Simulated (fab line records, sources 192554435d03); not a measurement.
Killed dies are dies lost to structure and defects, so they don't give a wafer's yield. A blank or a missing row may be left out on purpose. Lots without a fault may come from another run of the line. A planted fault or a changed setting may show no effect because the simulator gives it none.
Chamber matching | flow n5_finfet | N5_HKMG_FIN_ETCH_54 on rie_diel-03: 4 sister chambers
The step etches SiARC in CF4, target depth 45.5 nm, time 75.8 s. 4 wafers are shown with their chamber, then 7 later ones without.

WAFERS WITH THEIR CHAMBER
wafer  | chamber | showerhead_plenum_p_Torr (Torr)
L089.4 | 2       | 2.14
L089.5 | 0       | 2.23
L090.2 | 1       | 2.16
L090.3 | 3       | 2.07

WAFERS WITHOUT THEIR CHAMBER
wafer  | showerhead_plenum_p_Torr (Torr)
L090.6 | 2.14
L096.1 | 2.13
L096.3 | 2.06
L096.4 | 2.15
L097.2 | 2.23
L097.4 | 2.06
L097.5 | 2.23

WHICH CHAMBER EACH WENT THROUGH
wafer  | from the rows above     | in truth
L090.6 | 2                       | 2
L096.1 | 2                       | 2
L096.3 | 3                       | 3
L096.4 | can't be placed: 2 or 1 | 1
L097.2 | 0                       | 0
L097.4 | 3                       | 3
L097.5 | 0                       | 0
Placed correctly: 6 of 7. Can't be placed from these rows: 1 (the true chamber is among the candidates in 1). Placed wrongly: 0.
How it was worked out, from the rows above alone: a wafer's distance from a chamber is the root of the sum, over the readings, of the square of ((its reading less the chamber's mean) divided by the reading's scatter). The wafer belongs to the nearest chamber; if the next one is less than 2 further off, it can't be placed. A chamber's mean is the mean of its shown wafers. The scatter: with one shown wafer a chamber, the root of the mean of the squares of how far each hidden wafer lies from its nearest shown one.
